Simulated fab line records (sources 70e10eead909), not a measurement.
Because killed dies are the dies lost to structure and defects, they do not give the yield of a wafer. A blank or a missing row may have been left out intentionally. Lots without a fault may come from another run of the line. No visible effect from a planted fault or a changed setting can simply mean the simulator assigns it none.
fab line records :: flow nand_harc
[record]
  lots = 15
  wafers = 45
  last_day = 33
route steps=1302 shown P_M2@339 P_BONDPAD@353
lots with no fault: from the same line, run without faults
start_h: hours from the record's first day to the start of the lot's first wafer shown :: wait_h: hours elapsed since this lot's preceding step :: " the same as in the row above :: L1.1+2: a row that stands for several wafers :: - either no value or no given start :: * or withheld: withheld :: < > ~ a bound
route shown NAME@n: NAME is a module with steps in the file, n the number in the route of the first one :: usual: the fault-free wafers' mean and standard deviation :: same: alike in all rows :: chamber/n: place in a boat :: sites: readings site by site :: _std_site: the standard deviation of these :: _edge_site: the outer-site mean with the inner-site mean subtracted :: radius_mm: for every site, how far away it sits from the centre of the wafer :: mask NAME#n: copy n :: behind: the last tool/chamber to shape the wafer :: hold: reason for holding the lot/hours on hold/outcome of the hold :: device: the n, p or np transistor that did not switch :: end of line: the tests these same wafers got at the end of their route :: a step without rows: its recipe alone :: killed: at the first sort, the dies lost to defects and structure; wafer yield is something else :: map: per-die view of a wafer (x killed, . not killed, _ where there is no die)
set.NAME: the run value of the setting; set.NAME@STEP: its run value at that earlier step :: model.NAME: the simulator's own value behind a step, which no gauge read
the route's steps for a sample of lots (tables are steps, rows are wafers)
services: the hour from which a tool's chamber was out of use, counted from the record's first day as start_h (under 0 if before that day), plus the number of hours and why
[[steps]]
[step NHARC_P_M2_PRE_CLEAN_30]
[recipe]
  time_s = 30
  temp_c = 280
  gas = H2/He
[usual]
  heater_power_w = 418/42
lot.wafer: L220.1
tool: pvd_sputter-02
chamber: -
start_h: -
wait_h: -
heater_power_w: 448

lot.wafer: L220.4
tool: pvd_sputter-02
chamber: -
start_h: -
wait_h: -
heater_power_w: 437

lot.wafer: L220.6
tool: pvd_sputter-02
chamber: -
start_h: -
wait_h: -
heater_power_w: 488

lot.wafer: L221.2
tool: pvd_sputter-01
chamber: -
start_h: -
wait_h: -
heater_power_w: 392

lot.wafer: L221.5
tool: pvd_sputter-01
chamber: -
start_h: -
wait_h: -
heater_power_w: 372

lot.wafer: L221.6
tool: pvd_sputter-01
chamber: -
start_h: -
wait_h: -
heater_power_w: 402

lot.wafer: L226.3
tool: pvd_sputter-01
chamber: -
start_h: -
wait_h: -
heater_power_w: 452

lot.wafer: L226.1
tool: pvd_sputter-01
chamber: -
start_h: -
wait_h: -
heater_power_w: 388

lot.wafer: L226.5
tool: pvd_sputter-01
chamber: -
start_h: -
wait_h: -
heater_power_w: 449

lot.wafer: L227.2
tool: pvd_sputter-03
chamber: -
start_h: -
wait_h: -
heater_power_w: 384

lot.wafer: L227.3
tool: pvd_sputter-03
chamber: -
start_h: -
wait_h: -
heater_power_w: 471

lot.wafer: L227.5
tool: pvd_sputter-03
chamber: -
start_h: -
wait_h: -
heater_power_w: 392

lot.wafer: L228.1
tool: pvd_sputter-02
chamber: -
start_h: -
wait_h: -
heater_power_w: 467

lot.wafer: L228.2
tool: pvd_sputter-02
chamber: -
start_h: -
wait_h: -
heater_power_w: 494

lot.wafer: L228.5
tool: pvd_sputter-02
chamber: -
start_h: -
wait_h: -
heater_power_w: 465

lot.wafer: L229.2
tool: pvd_sputter-03
chamber: -
start_h: -
wait_h: -
heater_power_w: 398

lot.wafer: L229.4
tool: pvd_sputter-03
chamber: -
start_h: -
wait_h: -
heater_power_w: 377

lot.wafer: L229.5
tool: pvd_sputter-03
chamber: -
start_h: -
wait_h: -
heater_power_w: 368

lot.wafer: L232.4
tool: pvd_sputter-01
chamber: -
start_h: -
wait_h: -
heater_power_w: 422

lot.wafer: L232.3
tool: pvd_sputter-01
chamber: -
start_h: -
wait_h: -
heater_power_w: 351

lot.wafer: L232.1
tool: pvd_sputter-01
chamber: -
start_h: -
wait_h: -
heater_power_w: 367

lot.wafer: L233.4
tool: pvd_sputter-03
chamber: -
start_h: -
wait_h: -
heater_power_w: 390

lot.wafer: L233.1
tool: pvd_sputter-03
chamber: -
start_h: -
wait_h: -
heater_power_w: 378

lot.wafer: L233.6
tool: pvd_sputter-03
chamber: -
start_h: -
wait_h: -
heater_power_w: 364

lot.wafer: L235.1
tool: pvd_sputter-01
chamber: -
start_h: -
wait_h: -
heater_power_w: 422

lot.wafer: L235.3
tool: pvd_sputter-01
chamber: -
start_h: -
wait_h: -
heater_power_w: 354

lot.wafer: L235.6
tool: pvd_sputter-01
chamber: -
start_h: -
wait_h: -
heater_power_w: 421

lot.wafer: L236.2
tool: pvd_sputter-03
chamber: -
start_h: -
wait_h: -
heater_power_w: 452

lot.wafer: L236.3
tool: pvd_sputter-03
chamber: -
start_h: -
wait_h: -
heater_power_w: 380

lot.wafer: L236.6
tool: pvd_sputter-03
chamber: -
start_h: -
wait_h: -
heater_power_w: 379

lot.wafer: L237.2
tool: pvd_sputter-03
chamber: -
start_h: -
wait_h: -
heater_power_w: 453

lot.wafer: L237.1
tool: pvd_sputter-03
chamber: -
start_h: -
wait_h: -
heater_power_w: 390

lot.wafer: L237.3
tool: pvd_sputter-03
chamber: -
start_h: -
wait_h: -
heater_power_w: 364

lot.wafer: L238.4
tool: pvd_sputter-01
chamber: -
start_h: -
wait_h: -
heater_power_w: 409

lot.wafer: L238.6
tool: pvd_sputter-01
chamber: -
start_h: -
wait_h: -
heater_power_w: 402

lot.wafer: L238.5
tool: pvd_sputter-01
chamber: -
start_h: -
wait_h: -
heater_power_w: 429

lot.wafer: L239.2
tool: pvd_sputter-02
chamber: -
start_h: -
wait_h: -
heater_power_w: 452

lot.wafer: L239.3
tool: pvd_sputter-02
chamber: -
start_h: -
wait_h: -
heater_power_w: 426

lot.wafer: L239.6
tool: pvd_sputter-02
chamber: -
start_h: -
wait_h: -
heater_power_w: 442

lot.wafer: L240.3
tool: pvd_sputter-03
chamber: -
start_h: -
wait_h: -
heater_power_w: 461

lot.wafer: L240.1
tool: pvd_sputter-03
chamber: -
start_h: -
wait_h: -
heater_power_w: 384

lot.wafer: L240.4
tool: pvd_sputter-03
chamber: -
start_h: -
wait_h: -
heater_power_w: 378

lot.wafer: L243.1
tool: pvd_sputter-02
chamber: -
start_h: -
wait_h: -
heater_power_w: 446

lot.wafer: L243.2
tool: pvd_sputter-02
chamber: -
start_h: -
wait_h: -
heater_power_w: 429

lot.wafer: L243.5
tool: pvd_sputter-02
chamber: -
start_h: -
wait_h: -
heater_power_w: 497
[step NHARC_P_BONDPAD_THK_MEAS_33]
[recipe]
  thk_meas_gauge = ellipsometry
[usual]
  thk_nm = 199.7/1.7
lot.wafer: L220.1
tool: film_metro-01
chamber: -
start_h: 144.62
wait_h: 0.1
thk_nm: 198.5

lot.wafer: L220.4
tool: film_metro-01
chamber: -
start_h: 144.62
wait_h: 0.1
thk_nm: 194.8

lot.wafer: L220.6
tool: film_metro-01
chamber: -
start_h: 144.62
wait_h: 0.1
thk_nm: 196.5

lot.wafer: L221.2
tool: film_metro-02
chamber: -
start_h: 149.74
wait_h: 0.2
thk_nm: 197.6

lot.wafer: L221.5
tool: film_metro-02
chamber: -
start_h: 149.74
wait_h: 0.2
thk_nm: 197.6

lot.wafer: L221.6
tool: film_metro-02
chamber: -
start_h: 149.74
wait_h: 0.2
thk_nm: 201.2

lot.wafer: L226.1
tool: film_metro-02
chamber: -
start_h: 191.90
wait_h: 0.2
thk_nm: 200.8

lot.wafer: L226.3
tool: film_metro-02
chamber: -
start_h: 191.90
wait_h: 0.2
thk_nm: 200.3

lot.wafer: L226.5
tool: film_metro-02
chamber: -
start_h: 191.90
wait_h: 0.2
thk_nm: 198.6

lot.wafer: L227.2
tool: film_metro-02
chamber: -
start_h: 209.25
wait_h: 0.2
thk_nm: 198.0

lot.wafer: L227.3
tool: film_metro-02
chamber: -
start_h: 209.25
wait_h: 0.2
thk_nm: 198.5

lot.wafer: L227.5
tool: film_metro-02
chamber: -
start_h: 209.25
wait_h: 0.2
thk_nm: 199.5

lot.wafer: L228.1
tool: film_metro-01
chamber: -
start_h: 212.27
wait_h: 0.2
thk_nm: 198.7

lot.wafer: L228.2
tool: film_metro-01
chamber: -
start_h: 212.27
wait_h: 0.2
thk_nm: 201.0

lot.wafer: L228.5
tool: film_metro-01
chamber: -
start_h: 212.27
wait_h: 0.2
thk_nm: 198.8

lot.wafer: L229.2
tool: film_metro-01
chamber: -
start_h: 232.39
wait_h: 0.2
thk_nm: 202.5

lot.wafer: L229.4
tool: film_metro-01
chamber: -
start_h: 232.39
wait_h: 0.2
thk_nm: 199.8

lot.wafer: L229.5
tool: film_metro-01
chamber: -
start_h: 232.39
wait_h: 0.2
thk_nm: 199.0

lot.wafer: L232.1
tool: film_metro-01
chamber: -
start_h: 252.47
wait_h: 0.2
thk_nm: 199.6

lot.wafer: L232.3
tool: film_metro-01
chamber: -
start_h: 252.47
wait_h: 0.2
thk_nm: 201.3

lot.wafer: L232.4
tool: film_metro-01
chamber: -
start_h: 252.47
wait_h: 0.2
thk_nm: 201.0

lot.wafer: L233.1
tool: film_metro-02
chamber: -
start_h: 274.09
wait_h: 0.2
thk_nm: 198.1

lot.wafer: L233.4
tool: film_metro-02
chamber: -
start_h: 274.09
wait_h: 0.2
thk_nm: 200.5

lot.wafer: L233.6
tool: film_metro-02
chamber: -
start_h: 274.09
wait_h: 0.2
thk_nm: 198.0

lot.wafer: L235.1
tool: film_metro-01
chamber: -
start_h: 292.12
wait_h: 0.2
thk_nm: 198.1

lot.wafer: L235.3
tool: film_metro-01
chamber: -
start_h: 292.12
wait_h: 0.2
thk_nm: 200.3

lot.wafer: L235.6
tool: film_metro-01
chamber: -
start_h: 292.12
wait_h: 0.2
thk_nm: 196.4

lot.wafer: L236.2
tool: film_metro-02
chamber: -
start_h: 311.11
wait_h: 0.2
thk_nm: 200.5

lot.wafer: L236.3
tool: film_metro-02
chamber: -
start_h: 311.11
wait_h: 0.2
thk_nm: 200.9

lot.wafer: L236.6
tool: film_metro-02
chamber: -
start_h: 311.11
wait_h: 0.2
thk_nm: 200.4

lot.wafer: L237.1
tool: film_metro-01
chamber: -
start_h: 312.87
wait_h: 0.1
thk_nm: 199.4

lot.wafer: L237.2
tool: film_metro-01
chamber: -
start_h: 312.87
wait_h: 0.1
thk_nm: 199.3

lot.wafer: L237.3
tool: film_metro-01
chamber: -
start_h: 312.87
wait_h: 0.1
thk_nm: 196.8

lot.wafer: L238.4
tool: film_metro-02
chamber: -
start_h: 320.12
wait_h: 0.2
thk_nm: 201.7

lot.wafer: L238.5
tool: film_metro-02
chamber: -
start_h: 320.12
wait_h: 0.2
thk_nm: 197.1

lot.wafer: L238.6
tool: film_metro-02
chamber: -
start_h: 320.12
wait_h: 0.2
thk_nm: 203.1

lot.wafer: L239.2
tool: film_metro-02
chamber: -
start_h: 327.88
wait_h: 0.2
thk_nm: 196.3

lot.wafer: L239.3
tool: film_metro-02
chamber: -
start_h: 327.88
wait_h: 0.2
thk_nm: 201.9

lot.wafer: L239.6
tool: film_metro-02
chamber: -
start_h: 327.88
wait_h: 0.2
thk_nm: 199.3

lot.wafer: L240.1
tool: film_metro-01
chamber: -
start_h: 349.86
wait_h: 0.2
thk_nm: 200.4

lot.wafer: L240.3
tool: film_metro-01
chamber: -
start_h: 349.86
wait_h: 0.2
thk_nm: 196.8

lot.wafer: L240.4
tool: film_metro-01
chamber: -
start_h: 349.86
wait_h: 0.2
thk_nm: 198.8

lot.wafer: L243.1
tool: film_metro-01
chamber: -
start_h: 364.09
wait_h: 0.2
thk_nm: 200.6

lot.wafer: L243.2
tool: film_metro-01
chamber: -
start_h: 364.09
wait_h: 0.2
thk_nm: 197.8

lot.wafer: L243.5
tool: film_metro-01
chamber: -
start_h: 364.09
wait_h: 0.2
thk_nm: 200.4
[step NHARC_P_BONDPAD_PEB_07]
[recipe]
  peb_temp_c = 128
  peb_time_s = 80
[usual]
  chill_plate_temp_C = 23.00/0.11
  exhaust_pa = 45.3/0.9
  resist_line_temp_C = 22.99/0.11
lot.wafer: L220.1
tool: litho_track-02
chamber: 0
start_h: 144.97
wait_h: 0.1
chill_plate_temp_C: 23.07
exhaust_pa: 45.3
resist_line_temp_C: 22.93

lot.wafer: L220.4
tool: litho_track-02
chamber: 0
start_h: 144.97
wait_h: 0.1
chill_plate_temp_C: 23.01
exhaust_pa: 45.3
resist_line_temp_C: 23.00

lot.wafer: L220.6
tool: litho_track-02
chamber: 0
start_h: 144.97
wait_h: 0.1
chill_plate_temp_C: 23.05
exhaust_pa: 45.7
resist_line_temp_C: 23.04

lot.wafer: L221.2
tool: litho_track-02
chamber: 0
start_h: 150.10
wait_h: 0.1
chill_plate_temp_C: 22.99
exhaust_pa: 44.5
resist_line_temp_C: 23.03

lot.wafer: L221.5
tool: litho_track-02
chamber: 0
start_h: 150.10
wait_h: 0.1
chill_plate_temp_C: 22.90
exhaust_pa: 46.2
resist_line_temp_C: 22.97

lot.wafer: L221.6
tool: litho_track-02
chamber: 0
start_h: 150.10
wait_h: 0.1
chill_plate_temp_C: 22.91
exhaust_pa: 46.1
resist_line_temp_C: 22.99

lot.wafer: L226.1
tool: litho_track-05
chamber: -
start_h: 192.37
wait_h: 0.1
chill_plate_temp_C: -
exhaust_pa: -
resist_line_temp_C: -

lot.wafer: L226.3
tool: litho_track-05
chamber: -
start_h: 192.37
wait_h: 0.1
chill_plate_temp_C: -
exhaust_pa: -
resist_line_temp_C: -

lot.wafer: L226.5
tool: litho_track-05
chamber: -
start_h: 192.37
wait_h: 0.1
chill_plate_temp_C: -
exhaust_pa: -
resist_line_temp_C: -

lot.wafer: L227.2
tool: litho_track-05
chamber: -
start_h: 209.61
wait_h: 0.1
chill_plate_temp_C: -
exhaust_pa: -
resist_line_temp_C: -

lot.wafer: L227.3
tool: litho_track-05
chamber: -
start_h: 209.61
wait_h: 0.1
chill_plate_temp_C: -
exhaust_pa: -
resist_line_temp_C: -

lot.wafer: L227.5
tool: litho_track-05
chamber: -
start_h: 209.61
wait_h: 0.1
chill_plate_temp_C: -
exhaust_pa: -
resist_line_temp_C: -

lot.wafer: L228.1
tool: litho_track-05
chamber: -
start_h: 212.63
wait_h: 0.1
chill_plate_temp_C: -
exhaust_pa: -
resist_line_temp_C: -

lot.wafer: L228.2
tool: litho_track-05
chamber: -
start_h: 212.63
wait_h: 0.1
chill_plate_temp_C: -
exhaust_pa: -
resist_line_temp_C: -

lot.wafer: L228.5
tool: litho_track-05
chamber: -
start_h: 212.63
wait_h: 0.1
chill_plate_temp_C: -
exhaust_pa: -
resist_line_temp_C: -

lot.wafer: L229.2
tool: litho_track-05
chamber: 0
start_h: 232.87
wait_h: 0.1
chill_plate_temp_C: 22.92
exhaust_pa: 46.0
resist_line_temp_C: 22.98

lot.wafer: L229.4
tool: litho_track-05
chamber: 0
start_h: 232.87
wait_h: 0.1
chill_plate_temp_C: 23.02
exhaust_pa: 45.8
resist_line_temp_C: 23.02

lot.wafer: L229.5
tool: litho_track-05
chamber: 0
start_h: 232.87
wait_h: 0.1
chill_plate_temp_C: 23.04
exhaust_pa: 45.2
resist_line_temp_C: 23.04

lot.wafer: L232.1
tool: litho_track-02
chamber: 0
start_h: 252.83
wait_h: 0.1
chill_plate_temp_C: 23.03
exhaust_pa: 43.4
resist_line_temp_C: 22.99

lot.wafer: L232.3
tool: litho_track-02
chamber: 0
start_h: 252.83
wait_h: 0.1
chill_plate_temp_C: 23.13
exhaust_pa: 46.9
resist_line_temp_C: 23.04

lot.wafer: L232.4
tool: litho_track-02
chamber: 0
start_h: 252.83
wait_h: 0.1
chill_plate_temp_C: 23.16
exhaust_pa: 47.5
resist_line_temp_C: 22.98

lot.wafer: L233.1
tool: litho_track-02
chamber: 0
start_h: 274.45
wait_h: 0.1
chill_plate_temp_C: 23.09
exhaust_pa: 44.9
resist_line_temp_C: 22.72

lot.wafer: L233.4
tool: litho_track-02
chamber: 0
start_h: 274.45
wait_h: 0.1
chill_plate_temp_C: 23.08
exhaust_pa: 45.4
resist_line_temp_C: 22.96

lot.wafer: L233.6
tool: litho_track-02
chamber: 0
start_h: 274.45
wait_h: 0.1
chill_plate_temp_C: 22.91
exhaust_pa: 44.5
resist_line_temp_C: 22.93

lot.wafer: L235.1
tool: litho_track-02
chamber: 0
start_h: 292.60
wait_h: 0.1
chill_plate_temp_C: 23.14
exhaust_pa: 44.9
resist_line_temp_C: 23.15

lot.wafer: L235.3
tool: litho_track-02
chamber: 0
start_h: 292.60
wait_h: 0.1
chill_plate_temp_C: 23.08
exhaust_pa: 45.0
resist_line_temp_C: 23.14

lot.wafer: L235.6
tool: litho_track-02
chamber: 0
start_h: 292.60
wait_h: 0.1
chill_plate_temp_C: 23.11
exhaust_pa: 44.9
resist_line_temp_C: 23.16

lot.wafer: L236.2
tool: litho_track-02
chamber: 0
start_h: 311.48
wait_h: 0.1
chill_plate_temp_C: 22.98
exhaust_pa: 45.6
resist_line_temp_C: 22.87

lot.wafer: L236.3
tool: litho_track-02
chamber: 0
start_h: 311.48
wait_h: 0.1
chill_plate_temp_C: 23.06
exhaust_pa: 44.4
resist_line_temp_C: 22.91

lot.wafer: L236.6
tool: litho_track-02
chamber: 0
start_h: 311.48
wait_h: 0.1
chill_plate_temp_C: 23.02
exhaust_pa: 44.8
resist_line_temp_C: 22.91

lot.wafer: L237.1
tool: litho_track-05
chamber: 0
start_h: 313.35
wait_h: 0.1
chill_plate_temp_C: 23.08
exhaust_pa: 44.9
resist_line_temp_C: 23.11

lot.wafer: L237.2
tool: litho_track-05
chamber: 0
start_h: 313.35
wait_h: 0.1
chill_plate_temp_C: 22.79
exhaust_pa: 44.9
resist_line_temp_C: 23.00

lot.wafer: L237.3
tool: litho_track-05
chamber: 0
start_h: 313.35
wait_h: 0.1
chill_plate_temp_C: 22.92
exhaust_pa: 47.1
resist_line_temp_C: 22.91

lot.wafer: L238.4
tool: litho_track-05
chamber: 0
start_h: 320.60
wait_h: 0.0
chill_plate_temp_C: 23.04
exhaust_pa: 47.0
resist_line_temp_C: 23.05

lot.wafer: L238.5
tool: litho_track-05
chamber: 0
start_h: 320.60
wait_h: 0.0
chill_plate_temp_C: 23.12
exhaust_pa: 47.3
resist_line_temp_C: 23.17

lot.wafer: L238.6
tool: litho_track-05
chamber: 0
start_h: 320.60
wait_h: 0.0
chill_plate_temp_C: 23.14
exhaust_pa: 47.3
resist_line_temp_C: 22.95

lot.wafer: L239.2
tool: litho_track-07
chamber: 0
start_h: 328.36
wait_h: 0.1
chill_plate_temp_C: 23.15
exhaust_pa: 44.8
resist_line_temp_C: 22.96

lot.wafer: L239.3
tool: litho_track-07
chamber: 0
start_h: 328.36
wait_h: 0.1
chill_plate_temp_C: 23.13
exhaust_pa: 46.7
resist_line_temp_C: 22.92

lot.wafer: L239.6
tool: litho_track-07
chamber: 0
start_h: 328.36
wait_h: 0.1
chill_plate_temp_C: 23.25
exhaust_pa: 44.1
resist_line_temp_C: 22.76

lot.wafer: L240.1
tool: litho_track-07
chamber: 0
start_h: 350.34
wait_h: 0.1
chill_plate_temp_C: 23.01
exhaust_pa: 45.0
resist_line_temp_C: 22.91

lot.wafer: L240.3
tool: litho_track-07
chamber: 0
start_h: 350.34
wait_h: 0.1
chill_plate_temp_C: 23.07
exhaust_pa: 44.0
resist_line_temp_C: 22.78

lot.wafer: L240.4
tool: litho_track-07
chamber: 0
start_h: 350.34
wait_h: 0.1
chill_plate_temp_C: 23.21
exhaust_pa: 46.3
resist_line_temp_C: 22.92

lot.wafer: L243.1
tool: litho_track-05
chamber: 0
start_h: 364.57
wait_h: 0.1
chill_plate_temp_C: 22.99
exhaust_pa: 44.0
resist_line_temp_C: 23.09

lot.wafer: L243.2
tool: litho_track-05
chamber: 0
start_h: 364.57
wait_h: 0.1
chill_plate_temp_C: 22.82
exhaust_pa: 45.8
resist_line_temp_C: 23.24

lot.wafer: L243.5
tool: litho_track-05
chamber: 0
start_h: 364.57
wait_h: 0.1
chill_plate_temp_C: 22.94
exhaust_pa: 45.6
resist_line_temp_C: 23.19
[step NHARC_P_BONDPAD_CD_MEAS_09]
[recipe]
  target_cd_nm = 500
  landing_energy_ev = 500
[usual]
  cd_nm = 500.1/1.9
lot.wafer: L220.1
tool: cd_sem-01
chamber: 0
start_h: 145.05
wait_h: -
cd_nm: 501.4

lot.wafer: L220.4
tool: cd_sem-01
chamber: 0
start_h: 145.05
wait_h: -
cd_nm: 503.6

lot.wafer: L220.6
tool: cd_sem-01
chamber: 0
start_h: 145.05
wait_h: -
cd_nm: 502.8

lot.wafer: L221.2
tool: cd_sem-01
chamber: 0
start_h: 150.19
wait_h: -
cd_nm: 502.6

lot.wafer: L221.5
tool: cd_sem-01
chamber: 0
start_h: 150.19
wait_h: -
cd_nm: 500.5

lot.wafer: L221.6
tool: cd_sem-01
chamber: 0
start_h: 150.19
wait_h: -
cd_nm: 500.1

lot.wafer: L226.1
tool: cd_sem-03
chamber: 0
start_h: 192.46
wait_h: -
cd_nm: -

lot.wafer: L226.3
tool: cd_sem-03
chamber: 0
start_h: 192.46
wait_h: -
cd_nm: -

lot.wafer: L226.5
tool: cd_sem-03
chamber: 0
start_h: 192.46
wait_h: -
cd_nm: -

lot.wafer: L227.2
tool: cd_sem-02
chamber: 0
start_h: 209.69
wait_h: -
cd_nm: -

lot.wafer: L227.3
tool: cd_sem-02
chamber: 0
start_h: 209.69
wait_h: -
cd_nm: -

lot.wafer: L227.5
tool: cd_sem-02
chamber: 0
start_h: 209.69
wait_h: -
cd_nm: -

lot.wafer: L228.1
tool: cd_sem-01
chamber: 0
start_h: 212.71
wait_h: -
cd_nm: -

lot.wafer: L228.2
tool: cd_sem-01
chamber: 0
start_h: 212.71
wait_h: -
cd_nm: -

lot.wafer: L228.5
tool: cd_sem-01
chamber: 0
start_h: 212.71
wait_h: -
cd_nm: -

lot.wafer: L229.2
tool: cd_sem-01
chamber: 0
start_h: 232.96
wait_h: -
cd_nm: 498.8

lot.wafer: L229.4
tool: cd_sem-01
chamber: 0
start_h: 232.96
wait_h: -
cd_nm: 498.7

lot.wafer: L229.5
tool: cd_sem-01
chamber: 0
start_h: 232.96
wait_h: -
cd_nm: 499.1

lot.wafer: L232.1
tool: cd_sem-03
chamber: 0
start_h: 252.91
wait_h: -
cd_nm: 501.7

lot.wafer: L232.3
tool: cd_sem-03
chamber: 0
start_h: 252.91
wait_h: -
cd_nm: 503.0

lot.wafer: L232.4
tool: cd_sem-03
chamber: 0
start_h: 252.91
wait_h: -
cd_nm: 500.4

lot.wafer: L233.1
tool: cd_sem-02
chamber: 0
start_h: 274.55
wait_h: -
cd_nm: 497.2

lot.wafer: L233.4
tool: cd_sem-02
chamber: 0
start_h: 274.55
wait_h: -
cd_nm: 498.5

lot.wafer: L233.6
tool: cd_sem-02
chamber: 0
start_h: 274.55
wait_h: -
cd_nm: 499.6

lot.wafer: L235.1
tool: cd_sem-03
chamber: 0
start_h: 292.68
wait_h: -
cd_nm: 500.3

lot.wafer: L235.3
tool: cd_sem-03
chamber: 0
start_h: 292.68
wait_h: -
cd_nm: 502.4

lot.wafer: L235.6
tool: cd_sem-03
chamber: 0
start_h: 292.68
wait_h: -
cd_nm: 501.8

lot.wafer: L236.2
tool: cd_sem-02
chamber: 0
start_h: 311.57
wait_h: -
cd_nm: 501.3

lot.wafer: L236.3
tool: cd_sem-02
chamber: 0
start_h: 311.57
wait_h: -
cd_nm: 499.9

lot.wafer: L236.6
tool: cd_sem-02
chamber: 0
start_h: 311.57
wait_h: -
cd_nm: 497.7

lot.wafer: L237.1
tool: cd_sem-03
chamber: 0
start_h: 313.43
wait_h: -
cd_nm: 502.3

lot.wafer: L237.2
tool: cd_sem-03
chamber: 0
start_h: 313.43
wait_h: -
cd_nm: 503.0

lot.wafer: L237.3
tool: cd_sem-03
chamber: 0
start_h: 313.43
wait_h: -
cd_nm: 500.3

lot.wafer: L238.4
tool: cd_sem-03
chamber: 0
start_h: 320.69
wait_h: -
cd_nm: 501.9

lot.wafer: L238.5
tool: cd_sem-03
chamber: 0
start_h: 320.69
wait_h: -
cd_nm: 499.9

lot.wafer: L238.6
tool: cd_sem-03
chamber: 0
start_h: 320.69
wait_h: -
cd_nm: 498.5

lot.wafer: L239.2
tool: cd_sem-02
chamber: 0
start_h: 328.45
wait_h: -
cd_nm: 500.5

lot.wafer: L239.3
tool: cd_sem-02
chamber: 0
start_h: 328.45
wait_h: -
cd_nm: 500.0

lot.wafer: L239.6
tool: cd_sem-02
chamber: 0
start_h: 328.45
wait_h: -
cd_nm: 497.6

lot.wafer: L240.1
tool: cd_sem-02
chamber: 0
start_h: 350.43
wait_h: -
cd_nm: 502.4

lot.wafer: L240.3
tool: cd_sem-02
chamber: 0
start_h: 350.43
wait_h: -
cd_nm: 497.9

lot.wafer: L240.4
tool: cd_sem-02
chamber: 0
start_h: 350.43
wait_h: -
cd_nm: 501.8

lot.wafer: L243.1
tool: cd_sem-03
chamber: 0
start_h: 364.66
wait_h: -
cd_nm: 501.0

lot.wafer: L243.2
tool: cd_sem-03
chamber: 0
start_h: 364.66
wait_h: -
cd_nm: 502.2

lot.wafer: L243.5
tool: cd_sem-03
chamber: 0
start_h: 364.66
wait_h: -
cd_nm: 500.6
[[services]]
tool: litho_track-05
chamber: -
start_h: 124.00
hours: 7.0
kind: pm

tool: pvd_sputter-01
chamber: -
start_h: 134.84
hours: 7.9
kind: repair

tool: pvd_sputter-03
chamber: -
start_h: 143.54
hours: 5.3
kind: repair

tool: pvd_sputter-03
chamber: -
start_h: 170.03
hours: 10.0
kind: pm

tool: litho_track-07
chamber: -
start_h: 209.24
hours: -
kind: consumable_replace:filter

tool: pvd_sputter-03
chamber: -
start_h: 223.56
hours: 3.3
kind: repair

tool: pvd_sputter-01
chamber: -
start_h: 226.02
hours: 10.0
kind: pm

tool: litho_track-02
chamber: -
start_h: 227.00
hours: 7.0
kind: pm

tool: litho_track-07
chamber: -
start_h: 251.00
hours: 7.0
kind: pm

tool: pvd_sputter-02
chamber: -
start_h: 282.00
hours: 10.0
kind: pm

tool: litho_track-05
chamber: -
start_h: 299.00
hours: 7.0
kind: pm

tool: pvd_sputter-02
chamber: -
start_h: 320.24
hours: 2.9
kind: repair

tool: pvd_sputter-01
chamber: -
start_h: 342.37
hours: 5.3
kind: repair

tool: pvd_sputter-03
chamber: -
start_h: 348.03
hours: 10.0
kind: pm

tool: pvd_sputter-03
chamber: -
start_h: 363.26
hours: 1.7
kind: repair
[[key]]
[first_sign]
  step = NHARC_P_BONDPAD_PEB_07
  reading = tool_record
  direction = missing
effect none on later readings
met_at NHARC_P_BONDPAD_PEB_07
struck_lots L226,L227,L228
later_rows_left_out L226.1,L226.3,L226.5,L227.2,L227.3,L227.5,L228.1,L228.2,L228.5
sort_left_out L226.1,L226.3,L226.5,L227.2,L227.3,L227.5,L228.1,L228.2,L228.5
not_acting_at NHARC_P_M2_PRE_CLEAN_30,NHARC_P_BONDPAD_THK_MEAS_33,NHARC_P_BONDPAD_CD_MEAS_09
[fault]
  kind = skipped_step_whole
  tool = litho_track-05
  chamber = -
  onset_h = 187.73
  steps = NHARC_P_BONDPAD_PEB_07
  scope = struck_lots_only
// sort_left_out: the simulated sort isn't trusted on such a fault, so these wafers' sort isn't shown, and their yield isn't known
// later_rows_left_out: the simulator's readings of these wafers behind a module that went badly wrong aren't trusted and aren't shown, but for the sort
